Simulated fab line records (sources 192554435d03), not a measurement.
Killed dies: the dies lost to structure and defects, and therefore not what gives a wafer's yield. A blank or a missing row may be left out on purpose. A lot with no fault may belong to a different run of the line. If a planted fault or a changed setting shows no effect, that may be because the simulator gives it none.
Matching of chambers    flow n5Finfet    rieDiel-02 running N5_BEOL_M15_ETCH_57: 4 sister chambers
The step etches SOC in N2/H2, time 750 s. 4 wafers are shown with their chamber, then 9 later ones without.

## WAFERS, EACH WITH ITS CHAMBER
wafer   chamber  throttleValvePct (%)
L078.3  0        17.71
L084.3  2        18.15
L084.4  1        17.39
L084.5  3        18.14

## WAFERS WHOSE CHAMBER IS MISSING
wafer   throttleValvePct (%)
L090.1  17.73
L090.3  18.17
L090.5  17.74
L095.1  18.19
L095.4  17.75
L095.5  17.76
L097.2  18.18
L097.3  17.74
L097.5  17.72

## THE CHAMBER EACH PASSED THROUGH
wafer    from the rows above       in truth
L090.1   0                         0
L090.3   can't be placed: 2 or 3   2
L090.5   0                         0
L095.1   can't be placed: 2 or 3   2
L095.4   0                         0
L095.5   0                         0
L097.2   can't be placed: 2 or 3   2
L097.3   0                         0
L097.5   0                         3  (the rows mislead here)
Correctly placed: 5 of 9. Not placeable from these rows: 3 (in 3, the candidates include the true chamber). 1 placed wrongly.
How it was worked out, from the rows above alone: a wafer's distance from a chamber is the root of the sum, over the readings, of the square of ((its reading less the chamber's mean) divided by the reading's scatter). If the next closest chamber is less than 2 further off than the closest, the wafer can't be placed; otherwise it belongs to the closest. A chamber's mean is the mean of its shown wafers. The scatter: root of mean squared gap, hidden wafer to nearest shown wafer, with one shown wafer a chamber.
